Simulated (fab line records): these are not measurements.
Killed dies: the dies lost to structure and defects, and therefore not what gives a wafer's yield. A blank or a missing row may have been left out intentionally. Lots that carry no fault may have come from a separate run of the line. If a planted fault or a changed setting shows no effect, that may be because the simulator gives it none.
fab line records / flow nand-harc / part 2 of 2: steps 21 to 32 of 32
record lots=5 wafers=15 last-day=31
route steps=1302 shown A_SGD_CUT@903 A_SLIT@922
lots that met no fault: from a run of the same line without faults
start-h: hours from the record's opening day to when the first of the lot's shown wafers began / wait-h: how many hours have passed since the lot's step before this one / " repeats the value in the row above / L1.1+2: a row that stands for several wafers / - either no value or no given start / * or withheld: withheld / < > ~ a bound
route shown NAME@n: names a module that has steps shown in the file, with the first one's number in the route / usual: the fault-free wafers' mean and standard deviation / same: alike in all rows / chamber/n: place in a boat / sites: readings site by site / _std_site: standard deviation of those values / _edge_site: inner sites' mean taken away from outer sites' mean / radius-mm: for every site, how far away it sits from the centre of the wafer / mask NAME#n: copy n / behind: the last tool/chamber to shape the wafer / hold: why the lot went on hold/how many hours it stayed there/how the hold came to an end / device: names the non-switching transistor (n, p or np) / end of line: tests run on the same wafers once the route is complete / a step given without rows: its recipe and nothing more / killed: the dies lost at the first sort to structure and to defects; this is not the yield of the wafer / map: shows each die of a wafer: x if killed, . if not, _ if none is there
set.NAME: the setting that was run; set.NAME@STEP: the one run at that earlier step / model.NAME: the simulator's own value behind a step, which no gauge read
lots seen at some steps along the route; tables by step, rows by wafer
services: when a tool's chamber went out of use (start-h, in hours from the record's first day, below 0 if earlier), for how many hours, and the reason
## steps
# step NHARC_A_SLIT_DEP_00
# recipe target-thk-a=62000 temp-c=400 material=aC
# usual throttle-valve-pct=34.999/0.0094
lot.wafer=L074.1 tool=acl-dep-02 chamber=0 start-h=456.18 wait-h=- throttle-valve-pct=34.998
lot.wafer=L074.2 tool=acl-dep-02 chamber=0 start-h=456.18 wait-h=- throttle-valve-pct=34.992
lot.wafer=L074.6 tool=acl-dep-02 chamber=0 start-h=459.36 wait-h=- throttle-valve-pct=35.006
lot.wafer=L080.4 tool=acl-dep-03 chamber=0 start-h=506.94 wait-h=2.1 throttle-valve-pct=34.986
lot.wafer=L080.5 tool=acl-dep-03 chamber=0 start-h=506.94 wait-h=2.1 throttle-valve-pct=35.003
lot.wafer=L080.6 tool=acl-dep-03 chamber=0 start-h=506.94 wait-h=2.1 throttle-valve-pct=35.004
lot.wafer=L081.2 tool=acl-dep-01 chamber=0 start-h=510.89 wait-h=- throttle-valve-pct=35.012
lot.wafer=L081.4 tool=acl-dep-01 chamber=0 start-h=512.17 wait-h=- throttle-valve-pct=35.009
lot.wafer=L081.6 tool=acl-dep-01 chamber=0 start-h=513.44 wait-h=- throttle-valve-pct=34.989
lot.wafer=L088.1 tool=acl-dep-01 chamber=0 start-h=588.29 wait-h=- throttle-valve-pct=34.988
lot.wafer=L088.2 tool=acl-dep-01 chamber=0 start-h=588.29 wait-h=- throttle-valve-pct=35.005
lot.wafer=L088.5 tool=acl-dep-01 chamber=0 start-h=590.81 wait-h=- throttle-valve-pct=35.016
lot.wafer=L092.3 tool=acl-dep-03 chamber=0 start-h=617.45 wait-h=- throttle-valve-pct=35.003
lot.wafer=L092.4 tool=acl-dep-03 chamber=0 start-h=617.45 wait-h=- throttle-valve-pct=34.987
lot.wafer=L092.5 tool=acl-dep-03 chamber=0 start-h=617.45 wait-h=- throttle-valve-pct=35.002
# step NHARC_A_SLIT_DEP_23
# recipe target-thk-a=1000 target-thk-nm=100 temp-c=400 pressure-torr=3.5 flow-sccm=200 rf-w=350 material=SiON
# usual heater-power-w=766/86
lot.wafer=L074.2 tool=pecvd-03 chamber=2 start-h=460.14 wait-h=2.7 heater-power-w=779
lot.wafer=L074.1 tool=pecvd-03 chamber=0 start-h=460.14 wait-h=2.7 heater-power-w=735
lot.wafer=L074.6 tool=pecvd-03 chamber=1 start-h=460.14 wait-h=2.7 heater-power-w=696
lot.wafer=L080.4 tool=pecvd-03 chamber=1 start-h=508.93 wait-h=1.4 heater-power-w=842
lot.wafer=L080.6 tool=pecvd-03 chamber=1 start-h=508.93 wait-h=1.4 heater-power-w=851
lot.wafer=L080.5 tool=pecvd-03 chamber=2 start-h=508.93 wait-h=1.4 heater-power-w=720
lot.wafer=L081.2 tool=pecvd-01 chamber=0 start-h=514.13 wait-h=2.6 heater-power-w=794
lot.wafer=L081.4 tool=pecvd-01 chamber=2 start-h=514.13 wait-h=2.6 heater-power-w=877
lot.wafer=L081.6 tool=pecvd-01 chamber=0 start-h=514.13 wait-h=2.6 heater-power-w=810
lot.wafer=L088.2 tool=pecvd-03 chamber=2 start-h=592.11 wait-h=2.6 heater-power-w=800
lot.wafer=L088.1 tool=pecvd-03 chamber=0 start-h=592.11 wait-h=2.6 heater-power-w=792
lot.wafer=L088.5 tool=pecvd-03 chamber=0 start-h=592.11 wait-h=2.6 heater-power-w=782
lot.wafer=L092.3 tool=pecvd-03 chamber=2 start-h=619.93 wait-h=1.9 heater-power-w=714
lot.wafer=L092.5 tool=pecvd-03 chamber=2 start-h=619.93 wait-h=1.9 heater-power-w=744
lot.wafer=L092.4 tool=pecvd-03 chamber=0 start-h=619.93 wait-h=1.9 heater-power-w=830
# step NHARC_A_SLIT_DEHYDRATE_01
# recipe temp-c=150 time-s=120
# usual resist-line-temp-C=23.03/0.12
lot.wafer=L074.1 tool=litho-track-04 chamber=0 start-h=460.38 wait-h=0.2 resist-line-temp-C=23.06
lot.wafer=L074.2 tool=litho-track-04 chamber=0 start-h=460.38 wait-h=0.2 resist-line-temp-C=22.97
lot.wafer=L074.6 tool=litho-track-04 chamber=0 start-h=460.38 wait-h=0.2 resist-line-temp-C=23.29
lot.wafer=L080.4 tool=litho-track-06 chamber=0 start-h=509.21 wait-h=0.2 resist-line-temp-C=23.15
lot.wafer=L080.5 tool=litho-track-06 chamber=0 start-h=509.21 wait-h=0.2 resist-line-temp-C=23.14
lot.wafer=L080.6 tool=litho-track-06 chamber=0 start-h=509.21 wait-h=0.2 resist-line-temp-C=23.09
lot.wafer=L081.2 tool=litho-track-01 chamber=0 start-h=514.37 wait-h=0.2 resist-line-temp-C=23.01
lot.wafer=L081.4 tool=litho-track-01 chamber=0 start-h=514.37 wait-h=0.2 resist-line-temp-C=23.04
lot.wafer=L081.6 tool=litho-track-01 chamber=0 start-h=514.37 wait-h=0.2 resist-line-temp-C=23.02
lot.wafer=L088.1 tool=litho-track-06 chamber=0 start-h=592.35 wait-h=0.2 resist-line-temp-C=22.91
lot.wafer=L088.2 tool=litho-track-06 chamber=0 start-h=592.35 wait-h=0.2 resist-line-temp-C=23.04
lot.wafer=L088.5 tool=litho-track-06 chamber=0 start-h=592.35 wait-h=0.2 resist-line-temp-C=23.13
lot.wafer=L092.3 tool=litho-track-06 chamber=0 start-h=620.21 wait-h=0.2 resist-line-temp-C=22.95
lot.wafer=L092.4 tool=litho-track-06 chamber=0 start-h=620.21 wait-h=0.2 resist-line-temp-C=23.12
lot.wafer=L092.5 tool=litho-track-06 chamber=0 start-h=620.21 wait-h=0.2 resist-line-temp-C=23.05
# step NHARC_A_SLIT_HMDS_02
# recipe time-s=30
# usual resist-line-temp-C=23.00/0.12
lot.wafer=L074.1 tool=litho-track-04 chamber=0 start-h=- wait-h=- resist-line-temp-C=23.00
lot.wafer=L074.2 tool=litho-track-04 chamber=0 start-h=- wait-h=- resist-line-temp-C=22.94
lot.wafer=L074.6 tool=litho-track-04 chamber=0 start-h=- wait-h=- resist-line-temp-C=23.08
lot.wafer=L080.4 tool=litho-track-06 chamber=0 start-h=- wait-h=- resist-line-temp-C=22.85
lot.wafer=L080.5 tool=litho-track-06 chamber=0 start-h=- wait-h=- resist-line-temp-C=23.06
lot.wafer=L080.6 tool=litho-track-06 chamber=0 start-h=- wait-h=- resist-line-temp-C=23.03
lot.wafer=L081.2 tool=litho-track-01 chamber=0 start-h=- wait-h=- resist-line-temp-C=22.91
lot.wafer=L081.4 tool=litho-track-01 chamber=0 start-h=- wait-h=- resist-line-temp-C=22.99
lot.wafer=L081.6 tool=litho-track-01 chamber=0 start-h=- wait-h=- resist-line-temp-C=22.98
lot.wafer=L088.1 tool=litho-track-06 chamber=0 start-h=- wait-h=- resist-line-temp-C=23.03
lot.wafer=L088.2 tool=litho-track-06 chamber=0 start-h=- wait-h=- resist-line-temp-C=23.02
lot.wafer=L088.5 tool=litho-track-06 chamber=0 start-h=- wait-h=- resist-line-temp-C=23.14
lot.wafer=L092.3 tool=litho-track-06 chamber=0 start-h=- wait-h=- resist-line-temp-C=22.92
lot.wafer=L092.4 tool=litho-track-06 chamber=0 start-h=- wait-h=- resist-line-temp-C=22.95
lot.wafer=L092.5 tool=litho-track-06 chamber=0 start-h=- wait-h=- resist-line-temp-C=23.05
# step NHARC_A_SLIT_COAT_03
# recipe spin-rpm=1500 resist-thk-nm=90
# usual resist-line-temp-C=22.99/0.11
lot.wafer=L074.1 tool=litho-track-04 chamber=0 start-h=- wait-h=- resist-line-temp-C=22.79
lot.wafer=L074.2 tool=litho-track-04 chamber=0 start-h=- wait-h=- resist-line-temp-C=23.00
lot.wafer=L074.6 tool=litho-track-04 chamber=0 start-h=- wait-h=- resist-line-temp-C=22.91
lot.wafer=L080.4 tool=litho-track-06 chamber=0 start-h=- wait-h=- resist-line-temp-C=23.21
lot.wafer=L080.5 tool=litho-track-06 chamber=0 start-h=- wait-h=- resist-line-temp-C=23.06
lot.wafer=L080.6 tool=litho-track-06 chamber=0 start-h=- wait-h=- resist-line-temp-C=23.02
lot.wafer=L081.2 tool=litho-track-01 chamber=0 start-h=- wait-h=- resist-line-temp-C=22.99
lot.wafer=L081.4 tool=litho-track-01 chamber=0 start-h=- wait-h=- resist-line-temp-C=22.73
lot.wafer=L081.6 tool=litho-track-01 chamber=0 start-h=- wait-h=- resist-line-temp-C=22.99
lot.wafer=L088.1 tool=litho-track-06 chamber=0 start-h=- wait-h=- resist-line-temp-C=22.87
lot.wafer=L088.2 tool=litho-track-06 chamber=0 start-h=- wait-h=- resist-line-temp-C=22.97
lot.wafer=L088.5 tool=litho-track-06 chamber=0 start-h=- wait-h=- resist-line-temp-C=22.87
lot.wafer=L092.3 tool=litho-track-06 chamber=0 start-h=- wait-h=- resist-line-temp-C=22.88
lot.wafer=L092.4 tool=litho-track-06 chamber=0 start-h=- wait-h=- resist-line-temp-C=23.09
lot.wafer=L092.5 tool=litho-track-06 chamber=0 start-h=- wait-h=- resist-line-temp-C=23.04
# step NHARC_A_SLIT_SOFTBAKE_04
# recipe temp-c=105 time-s=55
# usual resist-line-temp-C=22.98/0.11
lot.wafer=L074.1 tool=litho-track-04 chamber=0 start-h=- wait-h=- resist-line-temp-C=23.00
lot.wafer=L074.2 tool=litho-track-04 chamber=0 start-h=- wait-h=- resist-line-temp-C=22.85
lot.wafer=L074.6 tool=litho-track-04 chamber=0 start-h=- wait-h=- resist-line-temp-C=23.03
lot.wafer=L080.4 tool=litho-track-06 chamber=0 start-h=- wait-h=- resist-line-temp-C=22.81
lot.wafer=L080.5 tool=litho-track-06 chamber=0 start-h=- wait-h=- resist-line-temp-C=22.81
lot.wafer=L080.6 tool=litho-track-06 chamber=0 start-h=- wait-h=- resist-line-temp-C=22.96
lot.wafer=L081.2 tool=litho-track-01 chamber=0 start-h=- wait-h=- resist-line-temp-C=23.17
lot.wafer=L081.4 tool=litho-track-01 chamber=0 start-h=- wait-h=- resist-line-temp-C=22.98
lot.wafer=L081.6 tool=litho-track-01 chamber=0 start-h=- wait-h=- resist-line-temp-C=22.94
lot.wafer=L088.1 tool=litho-track-06 chamber=0 start-h=- wait-h=- resist-line-temp-C=23.00
lot.wafer=L088.2 tool=litho-track-06 chamber=0 start-h=- wait-h=- resist-line-temp-C=22.96
lot.wafer=L088.5 tool=litho-track-06 chamber=0 start-h=- wait-h=- resist-line-temp-C=22.92
lot.wafer=L092.3 tool=litho-track-06 chamber=0 start-h=- wait-h=- resist-line-temp-C=23.03
lot.wafer=L092.4 tool=litho-track-06 chamber=0 start-h=- wait-h=- resist-line-temp-C=22.93
lot.wafer=L092.5 tool=litho-track-06 chamber=0 start-h=- wait-h=- resist-line-temp-C=23.10
# step NHARC_A_SLIT_EBR_05
# usual resist-line-temp-C=23.00/0.11
lot.wafer=L074.1 tool=litho-track-04 chamber=0 start-h=- wait-h=- resist-line-temp-C=22.94
lot.wafer=L074.2 tool=litho-track-04 chamber=0 start-h=- wait-h=- resist-line-temp-C=22.92
lot.wafer=L074.6 tool=litho-track-04 chamber=0 start-h=- wait-h=- resist-line-temp-C=22.81
lot.wafer=L080.4 tool=litho-track-06 chamber=0 start-h=- wait-h=- resist-line-temp-C=22.85
lot.wafer=L080.5 tool=litho-track-06 chamber=0 start-h=- wait-h=- resist-line-temp-C=23.02
lot.wafer=L080.6 tool=litho-track-06 chamber=0 start-h=- wait-h=- resist-line-temp-C=23.05
lot.wafer=L081.2 tool=litho-track-01 chamber=0 start-h=- wait-h=- resist-line-temp-C=22.90
lot.wafer=L081.4 tool=litho-track-01 chamber=0 start-h=- wait-h=- resist-line-temp-C=23.01
lot.wafer=L081.6 tool=litho-track-01 chamber=0 start-h=- wait-h=- resist-line-temp-C=23.09
lot.wafer=L088.1 tool=litho-track-06 chamber=0 start-h=- wait-h=- resist-line-temp-C=23.02
lot.wafer=L088.2 tool=litho-track-06 chamber=0 start-h=- wait-h=- resist-line-temp-C=23.13
lot.wafer=L088.5 tool=litho-track-06 chamber=0 start-h=- wait-h=- resist-line-temp-C=23.11
lot.wafer=L092.3 tool=litho-track-06 chamber=0 start-h=- wait-h=- resist-line-temp-C=23.16
lot.wafer=L092.4 tool=litho-track-06 chamber=0 start-h=- wait-h=- resist-line-temp-C=22.96
lot.wafer=L092.5 tool=litho-track-06 chamber=0 start-h=- wait-h=- resist-line-temp-C=22.96
# step NHARC_A_SLIT_EXPOSE_06
# recipe na=1.35 dose-mj=60.82 mask-id=SLIT
lot.wafer=L074.1+2+6 tool=arfi-scanner-01 chamber=0 start-h=460.52 wait-h=- mask=SLIT#0
lot.wafer=L080.4+5+6 tool=arfi-scanner-02 chamber=0 start-h=509.36 wait-h=- mask=SLIT#0
lot.wafer=L081.2+4+6 tool=arfi-scanner-02 chamber=0 start-h=514.52 wait-h=- mask=SLIT#0
lot.wafer=L088.1+2+5 tool=arfi-scanner-03 chamber=0 start-h=592.74 wait-h=- mask=SLIT#0
lot.wafer=L092.3+4+5 tool=arfi-scanner-01 chamber=0 start-h=620.48 wait-h=- mask=SLIT#0
# step NHARC_A_SLIT_PEB_07
# recipe peb-temp-c=100 peb-time-s=65
# usual resist-line-temp-C=23.02/0.099
lot.wafer=L074.1 tool=litho-track-06 chamber=0 start-h=460.58 wait-h=0.1 resist-line-temp-C=23.09
lot.wafer=L074.2 tool=litho-track-06 chamber=0 start-h=460.58 wait-h=0.1 resist-line-temp-C=23.13
lot.wafer=L074.6 tool=litho-track-06 chamber=0 start-h=460.58 wait-h=0.1 resist-line-temp-C=23.10
lot.wafer=L080.4 tool=litho-track-04 chamber=0 start-h=509.41 wait-h=0.0 resist-line-temp-C=23.13
lot.wafer=L080.5 tool=litho-track-04 chamber=0 start-h=509.41 wait-h=0.0 resist-line-temp-C=23.16
lot.wafer=L080.6 tool=litho-track-04 chamber=0 start-h=509.41 wait-h=0.0 resist-line-temp-C=23.15
lot.wafer=L081.2 tool=litho-track-06 chamber=0 start-h=514.58 wait-h=0.1 resist-line-temp-C=22.79
lot.wafer=L081.4 tool=litho-track-06 chamber=0 start-h=514.58 wait-h=0.1 resist-line-temp-C=22.87
lot.wafer=L081.6 tool=litho-track-06 chamber=0 start-h=514.58 wait-h=0.1 resist-line-temp-C=22.87
lot.wafer=L088.1 tool=litho-track-04 chamber=0 start-h=592.80 wait-h=0.1 resist-line-temp-C=23.13
lot.wafer=L088.2 tool=litho-track-04 chamber=0 start-h=592.80 wait-h=0.1 resist-line-temp-C=23.08
lot.wafer=L088.5 tool=litho-track-04 chamber=0 start-h=592.80 wait-h=0.1 resist-line-temp-C=23.06
lot.wafer=L092.3 tool=litho-track-01 chamber=0 start-h=620.53 wait-h=0.0 resist-line-temp-C=23.04
lot.wafer=L092.4 tool=litho-track-01 chamber=0 start-h=620.53 wait-h=0.0 resist-line-temp-C=23.22
lot.wafer=L092.5 tool=litho-track-01 chamber=0 start-h=620.53 wait-h=0.0 resist-line-temp-C=22.95
# step NHARC_A_SLIT_DEVELOP_08
# recipe develop-time-s=35 dev-temp-c=23
# usual developer-temp-C=23.00/0.11 resist-line-temp-C=22.97/0.1
lot.wafer=L074.1 tool=litho-track-06 chamber=0 start-h=- wait-h=- developer-temp-C=23.04 resist-line-temp-C=23.22
lot.wafer=L074.2 tool=litho-track-06 chamber=0 start-h=- wait-h=- developer-temp-C=22.90 resist-line-temp-C=23.08
lot.wafer=L074.6 tool=litho-track-06 chamber=0 start-h=- wait-h=- developer-temp-C=23.09 resist-line-temp-C=22.99
lot.wafer=L080.4 tool=litho-track-04 chamber=0 start-h=- wait-h=- developer-temp-C=22.89 resist-line-temp-C=23.02
lot.wafer=L080.5 tool=litho-track-04 chamber=0 start-h=- wait-h=- developer-temp-C=22.90 resist-line-temp-C=23.05
lot.wafer=L080.6 tool=litho-track-04 chamber=0 start-h=- wait-h=- developer-temp-C=22.99 resist-line-temp-C=22.94
lot.wafer=L081.2 tool=litho-track-06 chamber=0 start-h=- wait-h=- developer-temp-C=23.00 resist-line-temp-C=22.88
lot.wafer=L081.4 tool=litho-track-06 chamber=0 start-h=- wait-h=- developer-temp-C=22.97 resist-line-temp-C=22.85
lot.wafer=L081.6 tool=litho-track-06 chamber=0 start-h=- wait-h=- developer-temp-C=23.08 resist-line-temp-C=23.02
lot.wafer=L088.1 tool=litho-track-04 chamber=0 start-h=- wait-h=- developer-temp-C=22.88 resist-line-temp-C=22.81
lot.wafer=L088.2 tool=litho-track-04 chamber=0 start-h=- wait-h=- developer-temp-C=22.98 resist-line-temp-C=23.13
lot.wafer=L088.5 tool=litho-track-04 chamber=0 start-h=- wait-h=- developer-temp-C=22.85 resist-line-temp-C=22.97
lot.wafer=L092.3 tool=litho-track-01 chamber=0 start-h=- wait-h=- developer-temp-C=22.82 resist-line-temp-C=23.04
lot.wafer=L092.4 tool=litho-track-01 chamber=0 start-h=- wait-h=- developer-temp-C=22.91 resist-line-temp-C=22.92
lot.wafer=L092.5 tool=litho-track-01 chamber=0 start-h=- wait-h=- developer-temp-C=22.87 resist-line-temp-C=22.95
# step NHARC_A_SLIT_CD_MEAS_09
# recipe target-cd-nm=300 landing-energy-ev=500
# usual cd-nm=299.6/0.6
lot.wafer=L074.1 tool=cd-sem-03 chamber=0 start-h=460.66 wait-h=- cd-nm=299.7
lot.wafer=L074.2 tool=cd-sem-03 chamber=0 start-h=460.66 wait-h=- cd-nm=299.4
lot.wafer=L074.6 tool=cd-sem-03 chamber=0 start-h=460.66 wait-h=- cd-nm=298.5
lot.wafer=L080.4 tool=cd-sem-03 chamber=0 start-h=509.50 wait-h=- cd-nm=300.0
lot.wafer=L080.5 tool=cd-sem-03 chamber=0 start-h=509.50 wait-h=- cd-nm=299.5
lot.wafer=L080.6 tool=cd-sem-03 chamber=0 start-h=509.50 wait-h=- cd-nm=299.7
lot.wafer=L081.2 tool=cd-sem-02 chamber=0 start-h=514.66 wait-h=- cd-nm=300.2
lot.wafer=L081.4 tool=cd-sem-02 chamber=0 start-h=514.66 wait-h=- cd-nm=299.4
lot.wafer=L081.6 tool=cd-sem-02 chamber=0 start-h=514.66 wait-h=- cd-nm=300.3
lot.wafer=L088.1 tool=cd-sem-02 chamber=0 start-h=592.88 wait-h=- cd-nm=300.2
lot.wafer=L088.2 tool=cd-sem-02 chamber=0 start-h=592.88 wait-h=- cd-nm=299.6
lot.wafer=L088.5 tool=cd-sem-02 chamber=0 start-h=592.88 wait-h=- cd-nm=299.9
lot.wafer=L092.3 tool=cd-sem-01 chamber=0 start-h=620.62 wait-h=- cd-nm=299.7
lot.wafer=L092.4 tool=cd-sem-01 chamber=0 start-h=620.62 wait-h=- cd-nm=299.1
lot.wafer=L092.5 tool=cd-sem-01 chamber=0 start-h=620.62 wait-h=- cd-nm=300.3
# step NHARC_A_SLIT_OVL_MEAS_10
# usual overlay-x-nm=0.0/0.85 overlay-y-nm=-0.1/0.7
lot.wafer=L074.1 tool=overlay-02 chamber=- start-h=460.75 wait-h=- overlay-x-nm=0.4 overlay-y-nm=-1.1
lot.wafer=L074.2 tool=overlay-02 chamber=- start-h=460.75 wait-h=- overlay-x-nm=0.0 overlay-y-nm=-0.8
lot.wafer=L074.6 tool=overlay-02 chamber=- start-h=460.75 wait-h=- overlay-x-nm=0.3 overlay-y-nm=-1.2
lot.wafer=L080.4 tool=overlay-02 chamber=- start-h=509.58 wait-h=- overlay-x-nm=0.6 overlay-y-nm=0.5
lot.wafer=L080.5 tool=overlay-02 chamber=- start-h=509.58 wait-h=- overlay-x-nm=0.6 overlay-y-nm=0.4
lot.wafer=L080.6 tool=overlay-02 chamber=- start-h=509.58 wait-h=- overlay-x-nm=0.6 overlay-y-nm=0.5
lot.wafer=L081.2 tool=overlay-01 chamber=- start-h=514.75 wait-h=- overlay-x-nm=-0.2 overlay-y-nm=-0.2
lot.wafer=L081.4 tool=overlay-01 chamber=- start-h=514.75 wait-h=- overlay-x-nm=0.0 overlay-y-nm=0.0
lot.wafer=L081.6 tool=overlay-01 chamber=- start-h=514.75 wait-h=- overlay-x-nm=-0.5 overlay-y-nm=-0.2
lot.wafer=L088.1 tool=overlay-01 chamber=- start-h=592.97 wait-h=- overlay-x-nm=0.7 overlay-y-nm=0.9
lot.wafer=L088.2 tool=overlay-01 chamber=- start-h=592.97 wait-h=- overlay-x-nm=0.6 overlay-y-nm=1.0
lot.wafer=L088.5 tool=overlay-01 chamber=- start-h=592.97 wait-h=- overlay-x-nm=0.4 overlay-y-nm=0.7
lot.wafer=L092.3 tool=overlay-02 chamber=- start-h=620.70 wait-h=- overlay-x-nm=-0.1 overlay-y-nm=-0.1
lot.wafer=L092.4 tool=overlay-02 chamber=- start-h=620.70 wait-h=- overlay-x-nm=-0.4 overlay-y-nm=-0.3
lot.wafer=L092.5 tool=overlay-02 chamber=- start-h=620.70 wait-h=- overlay-x-nm=0.0 overlay-y-nm=-0.1
## services
tool=arfi-scanner-01 chamber=- start-h=424.52 hours=1.4 kind=repair
tool=cmp-02 chamber=- start-h=428.50 hours=4.0 kind=pm
tool=arfi-scanner-02 chamber=- start-h=428.77 hours=2.1 kind=repair
tool=fcvd-02 chamber=1 start-h=438.18 hours=7.6 kind=repair
tool=cmp-03 chamber=- start-h=456.00 hours=4.0 kind=pm
tool=fcvd-02 chamber=- start-h=458.22 hours=13.0 kind=pm
tool=cmp-03 chamber=- start-h=461.91 hours=2.4 kind=repair
tool=rie-diel-07 chamber=- start-h=471.24 hours=9.0 kind=pm
tool=pecvd-03 chamber=0 start-h=488.58 hours=22.9 kind=repair
tool=pecvd-01 chamber=- start-h=492.22 hours=13.0 kind=pm
tool=pecvd-03 chamber=- start-h=503.77 hours=0.8 kind=repair
tool=litho-track-01 chamber=- start-h=505.00 hours=7.0 kind=pm
tool=wet-bench-09 chamber=- start-h=528.80 hours=8.0 kind=pm
tool=litho-track-06 chamber=- start-h=529.00 hours=7.0 kind=pm
tool=rie-diel-04 chamber=- start-h=531.91 hours=9.0 kind=pm
tool=fcvd-01 chamber=- start-h=547.00 hours=13.0 kind=pm
tool=pecvd-03 chamber=- start-h=547.26 hours=13.0 kind=pm
tool=litho-track-04 chamber=- start-h=553.00 hours=7.0 kind=pm
tool=wet-bench-03 chamber=- start-h=562.40 hours=8.0 kind=pm
tool=wet-bench-04 chamber=- start-h=579.89 hours=8.0 kind=pm
tool=rie-diel-04 chamber=1 start-h=589.22 hours=7.0 kind=repair
tool=rie-diel-10 chamber=- start-h=596.50 hours=9.0 kind=pm
tool=rie-diel-04 chamber=0 start-h=608.27 hours=10.2 kind=repair
tool=rie-diel-10 chamber=1 start-h=617.49 hours=7.7 kind=repair
